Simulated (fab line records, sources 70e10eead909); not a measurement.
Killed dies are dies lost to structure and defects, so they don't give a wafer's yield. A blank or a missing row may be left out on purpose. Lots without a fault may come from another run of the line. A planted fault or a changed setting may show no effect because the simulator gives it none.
fab line records | flow nand_harc
record lots=6 wafers=18 last_day=33
route steps=1302 shown A_ONON_D2@567 A_CHANNEL_HOLE_D2@570
lots that met no fault: from a run of the same line without faults
start_h: hours from the record's first day to the start of the lot's first wafer shown | wait_h: hours since the lot's step before | " the same as in the row above | L1.1+2: a row that stands for several wafers | - no value, or no start given | * or withheld: withheld | < > ~ a bound
route shown NAME@n: a module of which the file shows steps, and the number in the route of the first | usual: mean/standard deviation of fault-free wafers | same: alike in all rows | chamber/n: place in a boat | sites: the reading at each site | _std_site: their standard deviation | _edge_site: outer sites' mean less inner sites' | radius_mm: how far each site lies from the wafer's centre | mask NAME#n: copy n | behind: the tool/chamber that last shaped the wafer | hold: why the lot was held/for how many hours/how that ended | device: the transistor (n, p or np) that didn't switch | end of line: the same wafers' tests at the end of the route | a step without rows: its recipe alone | killed: dies lost to structure and defects at the first sort, not the wafer's yield | map: a wafer's dies, x killed, . not, _ none there
set.NAME: the setting as run; set.NAME@STEP: as run at that earlier step | model.NAME: the simulator's own value behind a step, which no gauge read
lots at some steps of the route; a table a step, a row a wafer
services: from which hour (start_h, from the record's first day; less than 0 if before it) a tool's chamber was out of use, for how many hours, and why
## steps
# step NHARC_A_ONON_D2_THK_MEAS_34
# recipe thk_meas_gauge=ellipsometry
# usual thk_nm=199.2/2.8
# columns lot.wafer tool chamber start_h wait_h thk_nm
L824.2 film_metro-01 - 340.85 - 198.1
L824.3 " - " " 197.4
L824.5 " - " " 199.3
L826.3 film_metro-01 - 355.21 - 194.3
L826.4 " - " " 200.4
L826.5 " - " " 199.4
L829.3 film_metro-02 - 373.33 - 199.1
L829.4 " - " " 200.6
L829.5 " - " " 202.0
L830.3 film_metro-02 - 384.83 - 198.1
L830.4 " - " " 202.5
L830.6 " - " " 201.2
L838.1 film_metro-02 - 474.54 - 197.6
L838.4 " - " " 198.1
L838.5 " - " " 202.1
L840.2 film_metro-01 - 489.20 - 201.0
L840.4 " - " " 198.9
L840.5 " - " " 197.2
# step NHARC_A_ONON_D2_INSPECT_32
# usual raw_defect_count=391/160
# columns lot.wafer tool chamber start_h wait_h raw_defect_count
L824.2 defect_inspect-01 - 340.92 0.0 360
L824.3 " - " " 804
L824.5 " - " " 667
L826.3 defect_inspect-02 - 355.27 0.0 431
L826.4 " - " " 384
L826.5 " - " " 266
L829.3 defect_inspect-02 - 373.42 0.0 583
L829.4 " - " " 741
L829.5 " - " " 503
L830.3 defect_inspect-02 - 384.90 0.0 488
L830.4 " - " " 409
L830.6 " - " " 314
L838.1 defect_inspect-02 - 474.63 0.0 425
L838.4 " - " " 384
L838.5 " - " " 328
L840.2 defect_inspect-02 - 489.28 0.0 417
L840.4 " - " " 643
L840.5 " - " " 666
# step NHARC_A_CHANNEL_HOLE_D2_DEP_00
# recipe target_thk_a=31000 temp_c=400 material=aC
# step NHARC_A_CHANNEL_HOLE_D2_DEP_01
# recipe target_thk_a=1400 target_thk_nm=140 temp_c=400 pressure_torr=3.5 flow_sccm=200 rf_w=350 material=SiON
# step NHARC_A_CHANNEL_HOLE_D2_DEHYDRATE_02
# recipe temp_c=150 time_s=120
# step NHARC_A_CHANNEL_HOLE_D2_HMDS_03
# recipe time_s=30
# step NHARC_A_CHANNEL_HOLE_D2_COAT_36
# recipe temp_c=260 time_s=75
# step NHARC_A_CHANNEL_HOLE_D2_COAT_37
# recipe temp_c=225 time_s=65
# step NHARC_A_CHANNEL_HOLE_D2_COAT_04
# recipe spin_rpm=1500 resist_thk_nm=90
# step NHARC_A_CHANNEL_HOLE_D2_SOFTBAKE_05
# recipe temp_c=105 time_s=55
# step NHARC_A_CHANNEL_HOLE_D2_EBR_06
# step NHARC_A_CHANNEL_HOLE_D2_EXPOSE_07
# recipe na=1.35 target_cd_nm=100 sigma_outer=0.3 dose_mj=59.65 mask_id=HOLE_D2
# usual exposure_dose_mJ_cm2=60.0/0.48
# same sigma_outer=0.3
# columns lot.wafer tool chamber start_h wait_h mask exposure_dose_mJ_cm2
L824.2 arfi_scanner-02 0 346.60 - HOLE_D2#0 59.6
L824.3 " 0 " " HOLE_D2#0 59.6
L824.5 " 0 " " HOLE_D2#0 59.6
L826.3 arfi_scanner-01 0 363.32 - HOLE_D2#0 60.7
L826.4 " 0 " " HOLE_D2#0 60.8
L826.5 " 0 " " HOLE_D2#0 60.7
L829.3 arfi_scanner-01 0 376.57 - HOLE_D2#0 35.9
L829.4 " 0 " " HOLE_D2#0 36.0
L829.5 " 0 " " HOLE_D2#0 35.9
L830.3 arfi_scanner-01 0 387.69 - HOLE_D2#0 40.7
L830.4 " 0 " " HOLE_D2#0 40.8
L830.6 " 0 " " HOLE_D2#0 40.9
L838.1 arfi_scanner-03 0 478.76 - HOLE_D2#0 60.2
L838.4 " 0 " " HOLE_D2#0 60.1
L838.5 " 0 " " HOLE_D2#0 60.3
L840.2 arfi_scanner-02 0 491.81 - HOLE_D2#0 59.5
L840.4 " 0 " " HOLE_D2#0 59.5
L840.5 " 0 " " HOLE_D2#0 59.6
# step NHARC_A_CHANNEL_HOLE_D2_PEB_08
# recipe peb_temp_c=100 peb_time_s=65
# step NHARC_A_CHANNEL_HOLE_D2_DEVELOP_09
# recipe develop_time_s=35 dev_temp_c=23
# step NHARC_A_CHANNEL_HOLE_D2_CD_MEAS_10
# recipe target_cd_nm=100 landing_energy_ev=500
# usual cd_nm=100.0/0.41
# same landing_energy_ev=500
# columns lot.wafer tool chamber start_h wait_h cd_nm
L824.2 cd_sem-01 0 346.73 - 100.7
L824.3 " 0 " " 100.5
L824.5 " 0 " " 100.8
L826.3 cd_sem-02 0 363.45 - 100.1
L826.4 " 0 " " 100.5
L826.5 " 0 " " 100.4
L829.3 cd_sem-01 0 376.71 - 74.4
L829.4 " 0 " " 74.7
L829.5 " 0 " " 74.9
L830.3 cd_sem-02 0 387.82 - 79.7
L830.4 " 0 " " 80.1
L830.6 " 0 " " 80.5
L838.1 cd_sem-03 0 478.90 - 99.8
L838.4 " 0 " " 100.2
L838.5 " 0 " " 100.3
L840.2 cd_sem-02 0 491.95 - 99.9
L840.4 " 0 " " 99.7
L840.5 " 0 " " 100.0
# step NHARC_A_CHANNEL_HOLE_D2_OVL_MEAS_11
# usual overlay_x_nm=0.2/0.77 overlay_y_nm=0.0/0.72
# columns lot.wafer tool chamber start_h wait_h overlay_x_nm overlay_y_nm
L824.2 overlay-02 - 346.82 - 0.1 -0.6
L824.3 " - " " -0.3 -1.0
L824.5 " - " " -0.2 -1.2
L826.3 overlay-01 - 363.53 - 0.1 0.4
L826.4 " - " " 0.0 0.7
L826.5 " - " " 0.2 0.5
L829.3 overlay-02 - 376.79 - 0.2 1.0
L829.4 " - " " -0.3 0.7
L829.5 " - " " -0.9 0.5
L830.3 overlay-01 - 387.90 - -0.2 -0.3
L830.4 " - " " -0.3 -0.6
L830.6 " - " " -0.5 -0.5
L838.1 overlay-02 - 478.99 - 0.0 -0.2
L838.4 " - " " 0.0 0.0
L838.5 " - " " 0.7 -0.5
L840.2 overlay-02 - 492.04 - 1.0 -0.7
L840.4 " - " " 0.9 -0.8
L840.5 " - " " 1.2 -0.9
# step NHARC_A_CHANNEL_HOLE_D2_INSPECT_12
# usual raw_defect_count=25/20
# columns lot.wafer tool chamber start_h wait_h raw_defect_count
L824.2 defect_inspect-02 - 346.86 0.0 51
L824.3 " - " " 52
L824.5 " - " " 48
L826.3 defect_inspect-02 - 363.57 0.0 67
L826.4 " - " " 52
L826.5 " - " " 54
L829.3 defect_inspect-01 - 376.83 0.0 53
L829.4 " - " " 48
L829.5 " - " " 53
L830.3 defect_inspect-01 - 387.94 0.0 8
L830.4 " - " " 11
L830.6 " - " " 11
L838.1 defect_inspect-02 - 479.03 0.0 19
L838.4 " - " " 18
L838.5 " - " " 23
L840.2 defect_inspect-02 - 492.07 0.0 29
L840.4 " - " " 21
L840.5 " - " " 25
# step NHARC_A_CHANNEL_HOLE_D2_DESCUM_15
# recipe time_s=3 o2_flow_sccm=200 ar_flow_sccm=0 bias_power_w=0 chemistry=O2
# usual drypump_motor_current_A=5.8/0.41 oes_product_au=1.003/0.0075 rf_vpp_V=58.0/0.85 showerhead_plenum_p_Torr=1.95/0.072 throttle_valve_pct=11.313/0.0092
# columns lot.wafer tool chamber start_h wait_h drypump_motor_current_A oes_product_au rf_hours_counter_h rf_vpp_V showerhead_plenum_p_Torr throttle_valve_pct model.A_CHANNEL_HOLE_D2.cd_nm
L824.3 rie_diel-11 1 346.92 0.1 6.0 0.990 6.3 58.7 1.91 11.303 101
L824.2 " 0 " " 5.7 1.003 6.1 58.1 1.95 11.310 100.4
L824.5 " 1 " " 6.0 1.001 - 57.9 1.91 11.304 100.8
L826.3 rie_diel-11 0 363.64 0.1 5.7 1.029 7.2 57.5 1.95 11.327 100.2
L826.4 " 2 " " 5.8 1.012 6.6 58.0 1.96 11.322 100.1
L826.5 " 3 " " 5.3 1.002 - 58.1 2.05 11.308 100.4
L829.3 rie_diel-12 1 376.89 0.1 5.7 1.004 6.1 59.0 1.86 11.311 74.19
L829.4 " 1 " " 5.6 1.005 - 57.9 1.86 11.312 74.06
L829.5 " 3 " " 6.3 0.992 - 58.6 1.93 11.326 74.62
L830.4 rie_diel-10 3 388.00 0.1 5.7 0.998 10.9 58.5 2.05 11.316 80.18
L830.3 " 1 " " 5.0 0.999 9.5 57.9 1.90 11.302 79.61
L830.6 " 3 " " 5.7 1.008 - 58.7 2.05 11.308 80.24
L838.4 rie_diel-10 3 479.10 0.1 5.7 1.015 3.3 58.8 2.05 11.313 100.3
L838.1 " 1 " " 5.0 1.013 4.4 58.2 1.90 11.313 100.2
L838.5 " 3 " " 5.8 1.006 - 58.3 2.05 11.327 100.5
L840.2 rie_diel-10 0 492.14 0.1 6.2 0.992 4.3 58.5 2.01 11.316 100
L840.4 " 1 " " 5.0 0.994 5.2 57.9 1.90 11.311 100.2
L840.5 " 0 " " 6.2 0.992 - 58.8 2.01 11.315 99.83
# step NHARC_A_CHANNEL_HOLE_D2_ETCH_38
# recipe target_depth_a=390 over_etch_frac=0.3 time_s=65 ion_energy_ev=80 cf4_flow_sccm=150 ar_flow_sccm=0 rf_w=300 bias_w=100 chemistry=CF4
# step NHARC_A_CHANNEL_HOLE_D2_ETCH_39
# recipe target_depth_a=2600 over_etch_frac=0.3 time_s=325 ion_energy_ev=200 n2_flow_sccm=150 h2_flow_sccm=150 ar_flow_sccm=0 rf_w=400 bias_w=150 chemistry=N2/H2
# usual drypump_motor_current_A=5.8/0.42 oes_product_au=1.003/0.0071 rf_vpp_V=431.5/2.2 showerhead_plenum_p_Torr=2.07/0.077 throttle_valve_pct=14.170/0.01
# columns lot.wafer tool chamber start_h wait_h drypump_motor_current_A oes_product_au rf_hours_counter_h rf_vpp_V showerhead_plenum_p_Torr throttle_valve_pct
L824.3 rie_diel-11 2 - - 5.8 1.000 5.8 431.2 2.09 14.176
L824.2 " 1 " " 6.0 1.003 6.4 429.7 2.03 14.167
L824.5 " 3 " " 5.3 0.995 - 432.1 2.19 14.163
L826.3 rie_diel-11 2 - - 5.8 1.005 6.6 432.2 2.09 14.166
L826.4 " 0 " " 5.7 1.011 7.2 432.0 2.08 14.152
L826.5 " 1 " " 6.0 1.020 - 430.3 2.03 14.160
L829.3 rie_diel-12 1 - - 5.7 1.007 6.2 429.9 1.98 14.181
L829.4 " 2 " " 5.8 0.993 - 431.0 2.09 14.174
L829.5 " 1 " " 5.6 1.003 - 430.1 1.98 14.166
L830.4 rie_diel-10 0 - - 6.2 1.012 10.3 432.6 2.15 14.170
L830.3 " 2 " " 6.1 0.999 10.5 427.5 1.95 14.173
L830.6 " 3 " " 5.7 0.998 - 434.6 2.19 14.166
L838.1 rie_diel-10 2 - - 6.1 1.011 4.0 428.7 1.94 14.165
L838.4 " 3 " " 5.7 1.006 3.3 434.9 2.19 14.182
L838.5 " 0 " " 6.2 1.004 - 434.1 2.15 14.148
L840.2 rie_diel-10 3 - - 5.7 0.997 3.9 434.1 2.19 14.161
L840.4 " 0 " " 6.2 0.991 4.3 433.3 2.15 14.163
L840.5 " 3 " " 5.8 1.007 - 434.2 2.19 14.170
# step NHARC_A_CHANNEL_HOLE_D2_ETCH_34
# recipe target_depth_a=1540 time_s=77 cf4_flow_sccm=100 chf3_flow_sccm=30 ar_flow_sccm=0 rf_w=500 bias_w=200 chemistry=CF4/CHF3
# step NHARC_A_CHANNEL_HOLE_D2_ETCH_16
# recipe target_depth_a=31000 over_etch_frac=0.3 time_s=806 ion_energy_ev=150 o2_flow_sccm=400 cos_flow_sccm=20 ar_flow_sccm=0 rf_w=500 bias_w=300 chemistry=O2/COS
# step NHARC_A_CHANNEL_HOLE_D2_CD_MEAS_18
# usual cd_nm=99.6/1.5
# columns lot.wafer tool chamber start_h wait_h cd_nm
L824.2 cd_sem-02 - 348.03 - 101.2
L824.3 " - " " 101.2
L824.5 " - " " 100.1
L826.3 cd_sem-03 - 364.74 - 100.2
L826.4 " - " " 99.9
L826.5 " - " " 99.0
L829.3 cd_sem-02 - 378.07 - 73.9
L829.4 " - " " 72.9
L829.5 " - " " 72.5
L830.3 cd_sem-01 - 389.11 - 78.1
L830.4 " - " " 79.0
L830.6 " - " " 77.2
L838.1 cd_sem-03 - 480.19 - 98.6
L838.4 " - " " 100.3
L838.5 " - " " 99.7
L840.2 cd_sem-03 - 493.24 - 103.6
L840.4 " - " " 102.4
L840.5 " - " " 102.2
# step NHARC_A_CHANNEL_HOLE_D2_ETCH_19
# recipe bias_v=1200 source_w=2500 pressure_mtorr=15 time_s=34.5 ar_flow_sccm=375 c4f8_flow_sccm=28.8 o2_flow_sccm=96.2 temp_c=-20 target_depth_a=* chemistry=C4F8/O2/Ar
# usual drypump_motor_current_A=5.7/0.68 showerhead_plenum_p_Torr=3.65/0.15 throttle_valve_pct=37.039/0.0085
# columns lot.wafer tool chamber start_h wait_h drypump_motor_current_A rf_hours_counter_h showerhead_plenum_p_Torr throttle_valve_pct
L824.2 har_etch-01 1 348.12 0.1 6.5 192 3.64 37.052
L824.3 " 0 " " 6.3 - 3.52 37.044
L824.5 " 1 " " 6.4 - 3.64 37.040
L826.3 har_etch-01 0 367.96 3.2 6.3 - 3.51 37.050
L826.4 " 1 " " 6.5 - 3.63 37.028
L826.5 " 1 " " 6.5 - 3.63 37.031
L829.3 har_etch-02 0 379.44 1.4 4.9 - 3.98 37.030
L829.4 " 1 " " 5.1 - 3.74 37.022
L829.5 " 1 " " 5.1 - 3.74 37.042
L830.4 har_etch-02 1 391.21 2.1 5.1 - 3.73 37.040
L830.3 " 0 " " 4.9 - 3.98 37.034
L830.6 " 0 " " 4.9 - 3.98 37.045
L838.1 har_etch-01 0 482.64 2.4 6.3 276 3.48 37.031
L838.4 " 0 " " 6.3 - 3.48 37.051
L838.5 " 0 " " 6.3 - 3.48 37.042
L840.2 har_etch-01 1 493.33 0.1 6.5 284 3.59 37.045
L840.4 " 0 " " 6.3 - 3.47 37.039
L840.5 " 1 " " 6.5 - 3.59 37.044
# step NHARC_A_CHANNEL_HOLE_D2_ETCH_20
# recipe bias_v=3000 source_w=withheld pressure_mtorr=20 time_s=361.9 ar_flow_sccm=375 c4f8_flow_sccm=89.3 o2_flow_sccm=35.7 temp_c=-20 target_depth_a=16000 chemistry=C4F8/O2/Ar
# step NHARC_A_CHANNEL_HOLE_D2_ETCH_21
# recipe bias_v=3000 source_w=withheld pressure_mtorr=20 time_s=514.3 ar_flow_sccm=375 c4f8_flow_sccm=89.3 o2_flow_sccm=35.7 temp_c=-20 target_depth_a=16000 chemistry=C4F8/O2/Ar
# usual drypump_motor_current_A=5.7/0.68 showerhead_plenum_p_Torr=3.61/0.15 throttle_valve_pct=32.155/0.0097
# columns lot.wafer tool chamber start_h wait_h drypump_motor_current_A rf_hours_counter_h showerhead_plenum_p_Torr throttle_valve_pct
L824.2 har_etch-01 1 348.60 0.3 6.5 192 3.60 32.181
L824.3 " 0 " " 6.3 - 3.49 32.145
L824.5 " 1 " " 6.4 - 3.60 32.157
L826.3 har_etch-01 0 368.50 0.3 6.2 - 3.48 32.157
L826.4 " 1 " " 6.5 - 3.60 32.173
L826.5 " 1 " " 6.5 - 3.60 32.165
L829.3 har_etch-02 0 379.97 0.3 4.9 - 3.93 32.166
L829.4 " 1 " " 5.1 - 3.70 32.158
L829.5 " 1 " " 5.1 - 3.70 32.155
L830.4 har_etch-02 1 391.75 0.3 5.1 - 3.69 32.154
L830.3 " 0 " " 4.9 - 3.92 32.153
L830.6 " 0 " " 4.9 - 3.92 32.135
L838.1 har_etch-01 0 483.07 0.3 6.2 277 3.44 32.140
L838.4 " 0 " " 6.2 - 3.45 32.153
L838.5 " 0 " " 6.2 - 3.44 32.149
L840.2 har_etch-01 1 493.80 0.3 6.4 284 3.55 32.165
L840.4 " 0 " " 6.3 - 3.44 32.146
L840.5 " 1 " " 6.5 - 3.55 32.165
# step NHARC_A_CHANNEL_HOLE_D2_ETCH_22
# recipe bias_v=3000 source_w=withheld pressure_mtorr=20 time_s=666.7 ar_flow_sccm=375 c4f8_flow_sccm=89.3 o2_flow_sccm=35.7 temp_c=-20 target_depth_a=16000 chemistry=C4F8/O2/Ar
# step NHARC_A_CHANNEL_HOLE_D2_ETCH_23
# recipe bias_v=5000 source_w=withheld pressure_mtorr=20 time_s=819 ar_flow_sccm=375 c4f8_flow_sccm=89.3 o2_flow_sccm=35.7 temp_c=-20 target_depth_a=16000 chemistry=C4F8/O2/Ar
# step NHARC_A_CHANNEL_HOLE_D2_ETCH_24
# recipe bias_v=5000 source_w=withheld pressure_mtorr=20 time_s=906.2 ar_flow_sccm=375 c4f8_flow_sccm=93.8 o2_flow_sccm=31.2 temp_c=-20 target_depth_a=15000 chemistry=C4F8/O2/Ar
# step NHARC_A_CHANNEL_HOLE_D2_ETCH_25
# recipe bias_v=5000 source_w=withheld pressure_mtorr=20 time_s=1040.2 ar_flow_sccm=375 c4f8_flow_sccm=93.8 o2_flow_sccm=31.2 temp_c=-20 target_depth_a=15000 chemistry=C4F8/O2/Ar
# step NHARC_A_CHANNEL_HOLE_D2_ETCH_26
# recipe bias_v=300 source_w=2000 pressure_mtorr=30 time_s=224.1 ar_flow_sccm=375 c4f8_flow_sccm=11.4 o2_flow_sccm=113.6 temp_c=-20 target_depth_a=3000 chemistry=C4F8/O2/Ar
# usual drypump_motor_current_A=5.7/0.68 showerhead_plenum_p_Torr=3.65/0.15 throttle_valve_pct=24.586/0.01
# columns lot.wafer tool chamber start_h wait_h drypump_motor_current_A rf_hours_counter_h showerhead_plenum_p_Torr throttle_valve_pct
L824.2 har_etch-01 1 351.91 0.6 6.5 196 3.64 24.597
L824.3 " 0 " " 6.3 - 3.52 24.576
L824.5 " 1 " " 6.4 - 3.64 24.583
L826.3 har_etch-01 0 371.78 0.5 6.3 - 3.51 24.598
L826.4 " 1 " " 6.4 - 3.63 24.582
L826.5 " 1 " " 6.4 - 3.63 24.594
L829.3 har_etch-02 0 383.25 0.5 4.9 - 3.99 24.604
L829.4 " 1 " " 5.1 - 3.74 24.592
L829.5 " 1 " " 5.1 - 3.74 24.589
L830.4 har_etch-02 1 395.00 0.5 5.1 - 3.74 24.591
L830.3 " 0 " " 4.9 - 3.98 24.590
L830.6 " 0 " " 4.9 - 3.98 24.594
L838.1 har_etch-01 0 486.42 0.7 6.3 280 3.48 24.603
L838.4 " 0 " " 6.3 - 3.48 24.594
L838.5 " 0 " " 6.3 - 3.48 24.585
L840.2 har_etch-01 1 497.12 0.6 6.5 288 3.59 24.578
L840.4 " 0 " " 6.3 - 3.47 24.571
L840.5 " 1 " " 6.5 - 3.59 24.586
# step NHARC_A_CHANNEL_HOLE_D2_ETCH_27
# recipe bias_v=400 source_w=2000 pressure_mtorr=25 time_s=90 ar_flow_sccm=375 c4f8_flow_sccm=41.7 o2_flow_sccm=83.3 temp_c=-20 target_depth_a=4000 chemistry=C4F8/O2/Ar
# usual drypump_motor_current_A=5.7/0.68 showerhead_plenum_p_Torr=3.65/0.15 throttle_valve_pct=27.619/0.0092
# columns lot.wafer tool chamber start_h wait_h drypump_motor_current_A rf_hours_counter_h showerhead_plenum_p_Torr throttle_valve_pct
L824.2 har_etch-01 1 352.11 0.2 6.4 196 3.64 27.607
L824.3 " 0 " " 6.2 - 3.52 27.601
L824.5 " 1 " " 6.5 - 3.64 27.611
L826.3 har_etch-01 0 371.98 0.2 6.3 - 3.51 27.620
L826.4 " 1 " " 6.4 - 3.63 27.612
L826.5 " 1 " " 6.5 - 3.63 27.615
L829.3 har_etch-02 0 383.45 0.2 4.9 - 3.98 27.625
L829.4 " 1 " " 5.1 - 3.74 27.617
L829.5 " 1 " " 5.1 - 3.74 27.609
L830.4 har_etch-02 1 395.20 0.2 5.1 - 3.73 27.619
L830.3 " 0 " " 4.9 - 3.97 27.615
L830.6 " 0 " " 4.9 - 3.97 27.626
L838.1 har_etch-01 0 486.62 0.2 6.3 280 3.48 27.625
L838.4 " 0 " " 6.3 - 3.47 27.622
L838.5 " 0 " " 6.3 - 3.47 27.622
L840.2 har_etch-01 1 497.31 0.2 6.5 288 3.59 27.613
L840.4 " 0 " " 6.2 - 3.47 27.606
L840.5 " 1 " " 6.5 - 3.59 27.623
# step NHARC_A_CHANNEL_HOLE_D2_STRIP_41
# recipe n2_flow_sccm=150 h2_flow_sccm=150 ar_flow_sccm=0 bias_w=0 chemistry=N2/H2
# step NHARC_A_CHANNEL_HOLE_D2_STRIP_42
# recipe cf4_flow_sccm=100 chf3_flow_sccm=30 ar_flow_sccm=0 bias_w=0 chemistry=CF4/CHF3
# step NHARC_A_CHANNEL_HOLE_D2_STRIP_43
# recipe o2_flow_sccm=400 cos_flow_sccm=20 ar_flow_sccm=0 bias_w=0 chemistry=O2/COS
# step NHARC_A_CHANNEL_HOLE_D2_ETCH_44
# recipe target_depth_a=1400 overetch_a=140 time_s=77 ion_energy_ev=100 cf4_flow_sccm=80 o2_flow_sccm=20 ar_flow_sccm=0 rf_w=300 bias_w=100 chemistry=CF4/O2
# usual cf4_flow_sccm=79.98/0.23 drypump_motor_current_A=5.8/0.37 oes_product_au=1.003/0.0068 rf_vpp_V=198.2/1.2 showerhead_plenum_p_Torr=1.36/0.043 throttle_valve_pct=13.397/0.0097
# columns lot.wafer tool chamber start_h wait_h cf4_flow_sccm drypump_motor_current_A oes_product_au rf_hours_counter_h rf_vpp_V showerhead_plenum_p_Torr throttle_valve_pct model.A_CHANNEL_HOLE_D2.cd_nm
L824.2 rie_diel-11 1 352.83 0.0 79.65 6.0 1.007 6.7 198.7 1.33 13.410 91.47
L824.3 " 2 " " 80.31 5.8 0.996 6.2 199.1 1.37 13.399 92.34
L824.5 " 2 " " 80.04 5.8 0.998 - 198.4 1.37 13.397 91.99
L826.4 rie_diel-10 0 372.66 0.1 79.80 6.2 0.995 9.4 199.4 1.40 13.389 90.27
L826.3 " 2 " " 79.64 6.1 0.993 9.2 196.8 1.28 13.396 89.97
L826.5 " 0 " " 79.81 6.2 0.997 - 199.8 1.40 13.380 89.84
L829.4 rie_diel-11 3 384.13 0.0 80.52 5.3 0.998 9.1 199.8 1.43 13.393 63.53
L829.3 " 1 " " 80.30 6.0 1.003 9.6 198.0 1.33 13.403 63.85
L829.5 " 3 " " 79.98 5.3 0.999 - 200.5 1.43 13.404 63.7
L830.3 rie_diel-11 2 395.91 0.1 80.15 5.8 1.010 9.8 197.8 1.37 13.389 70.45
L830.6 " 3 " " 79.70 5.3 0.994 - 199.9 1.43 13.385 70.04
L830.4 " 0 " " 79.82 5.7 1.016 - 198.2 1.36 13.405 70.36
L838.4 rie_diel-12 0 487.37 0.1 80.20 6.7 0.997 3.5 196.2 1.30 13.395 90.28
L838.1 " 3 " " 80.32 6.3 1.004 3.0 196.6 1.35 13.397 91.55
L838.5 " 1 " " 80.29 5.6 1.008 - 195.6 1.30 13.386 90.88
L840.2 rie_diel-11 3 498.07 0.1 80.10 5.3 1.014 3.4 199.6 1.43 13.399 89.86
L840.4 " 3 " " 80.42 5.3 1.002 - 200.8 1.43 13.398 90.67
L840.5 " 0 " " 79.89 5.7 1.003 - 197.8 1.36 13.385 88.6
# step NHARC_A_CHANNEL_HOLE_D2_STRIP_28
# recipe o2_flow_sccm=500 ar_flow_sccm=0 bias_w=0 chemistry=O2
# step NHARC_A_CHANNEL_HOLE_D2_PRECLEAN_29
# recipe time_s=* temp_c=50 bath_age_min=0 chemistry=SC1
# step NHARC_A_CHANNEL_HOLE_D2_SRD_30
# step NHARC_A_CHANNEL_HOLE_D2_CD_MEAS_31
# usual cd_nm=89.7/0.9
# columns lot.wafer tool chamber start_h wait_h cd_nm
L824.2 cd_sem-02 - 353.63 - 91.2
L824.3 " - " " 92.3
L824.5 " - " " 91.5
L826.3 cd_sem-03 - 373.46 - 89.7
L826.4 " - " " 90.5
L826.5 " - " " 89.4
L829.3 cd_sem-02 - 384.93 - 64.0
L829.4 " - " " 63.7
L829.5 " - " " 64.4
L830.3 cd_sem-02 - 396.84 - 70.5
L830.4 " - " " 70.1
L830.6 " - " " 70.4
L838.1 cd_sem-03 - 488.16 - 92.0
L838.4 " - " " 90.1
L838.5 " - " " 91.4
L840.2 cd_sem-03 - 498.98 - 90.1
L840.4 " - " " 90.8
L840.5 " - " " 88.1
# step NHARC_A_CHANNEL_HOLE_D2_XSEM_32
# recipe landing_energy_ev=35000
# usual bot_cd_nm=74.3/1.1 bow_nm=8.62/0.3 tilt_deg=0.07/0.038
# same landing_energy_ev=35000
# columns lot.wafer tool chamber start_h wait_h bot_cd_nm bow_nm tilt_deg
L824.2 xsem-02 0 353.72 0.1 75.4 9.19 0.12
L824.3 " 0 " " 76.3 9.18 0.12
L824.5 " 0 " " 75.7 9.18 0.12
L826.3 xsem-02 0 373.56 0.1 73.1 8.44 0.07
L826.4 " 0 " " 73.4 8.41 0.07
L826.5 " 0 " " 72.6 8.37 0.07
L829.3 xsem-02 0 385.02 0.1 48.2 8.53 0.12
L829.4 " 0 " " 48.3 8.50 0.12
L829.5 " 0 " " 49.3 8.50 0.12
L830.3 xsem-01 0 396.92 0.1 54.5 8.26 0.12
L830.4 " 0 " " 54.4 8.30 0.12
L830.6 " 0 " " 54.5 8.25 0.12
L838.1 xsem-01 0 488.25 0.1 77.3 8.46 0.16
L838.4 " 0 " " 75.7 8.45 0.16
L838.5 " 0 " " 76.2 8.35 0.16
L840.2 xsem-01 0 499.07 0.1 75.7 8.59 0.11
L840.4 " 0 " " 75.9 8.53 0.11
L840.5 " 0 " " 73.0 8.48 0.11
## services
# columns tool chamber start_h hours kind
rie_diel-11 0 338.57 - clean
rie_diel-11 1 338.57 - clean
rie_diel-11 2 338.57 - clean
rie_diel-11 3 338.57 - clean
arfi_scanner-03 - 344.00 4.0 pm
xsem-01 - 350.00 14.0 pm
rie_diel-11 - 358.20 1.2 repair
har_etch-02 - 358.22 17.0 pm
har_etch-02 0 358.22 17.0 vent_cycle
har_etch-02 1 358.22 17.0 vent_cycle
rie_diel-12 0 370.86 6.4 repair
arfi_scanner-03 - 374.76 2.0 repair
rie_diel-11 1 393.85 5.9 repair
rie_diel-10 - 395.81 9.0 pm
arfi_scanner-01 - 400.00 4.0 pm
rie_diel-11 - 408.50 9.0 pm
rie_diel-10 1 414.03 4.6 repair
rie_diel-12 - 421.40 9.0 pm
rie_diel-10 0 421.79 16.5 repair
arfi_scanner-02 - 460.00 4.0 pm
rie_diel-12 - 478.98 0.1 repair
rie_diel-12 3 479.97 5.8 repair
arfi_scanner-02 - 481.22 0.7 repair
rie_diel-11 1 494.12 7.3 repair
## key
first_sign step=NHARC_A_CHANNEL_HOLE_D2_EXPOSE_07 reading=exposure_dose_mJ_cm2 direction=down sigmas=45 usual=60.0 struck=38.4
effect step=NHARC_A_CHANNEL_HOLE_D2_CD_MEAS_10 reading=cd_nm direction=down sigmas=55 usual=100.0 struck=77.4 through=control_loop
effect step=NHARC_A_CHANNEL_HOLE_D2_CD_MEAS_18 reading=cd_nm direction=down sigmas=16 usual=99.6 struck=75.6 through=control_loop
effect step=NHARC_A_CHANNEL_HOLE_D2_CD_MEAS_31 reading=cd_nm direction=down sigmas=25 usual=89.7 struck=67.2 through=control_loop
effect step=NHARC_A_CHANNEL_HOLE_D2_XSEM_32 reading=bot_cd_nm direction=down sigmas=22 usual=74.3 struck=51.5 through=control_loop
model_effect step=NHARC_A_CHANNEL_HOLE_D2_DESCUM_15 value=A_CHANNEL_HOLE_D2.cd_nm without=99.65 struck=77.15
model_effect step=NHARC_A_CHANNEL_HOLE_D2_ETCH_44 value=A_CHANNEL_HOLE_D2.cd_nm without=89.49 struck=66.99
met_at NHARC_A_CHANNEL_HOLE_D2_EXPOSE_07
struck_wafers L829.3,L829.4,L829.5,L830.3,L830.4,L830.6
later_rows_left_out L829.3,L829.4,L829.5,L830.3,L830.4,L830.6
sort_left_out L829.3,L829.4,L829.5,L830.3,L830.4,L830.6
tester_left_out L829,L830
loop_trim step=NHARC_A_CHANNEL_HOLE_D2_EXPOSE_07 setting=dose lots=L830
onset_between 363.32 376.57
fault kind=process_parameter_drift tool=arfi_scanner-01 chamber=- onset_h=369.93 steps=NHARC_A_CHANNEL_HOLE_D2_EXPOSE_07 channel=dose_mj offset=-24.69 shape=step acts_in=these_recipes_only stated=59.65
# tester_left_out: of these lots the tester's yield and bins aren't shown, on N5 and GAA mostly nor the transistor test; their killed dies are dies lost to structure and defects alone, not to doping, threshold or leakage, so they don't give the yield
# sort_left_out: the simulated sort isn't trusted on such a fault, so these wafers' sort isn't shown, and their yield isn't known
# later_rows_left_out: the simulator's readings of these wafers behind a module that went badly wrong aren't trusted and aren't shown, but for the sort
# loop_trim: a control loop set the setting to another value than it would have without faults
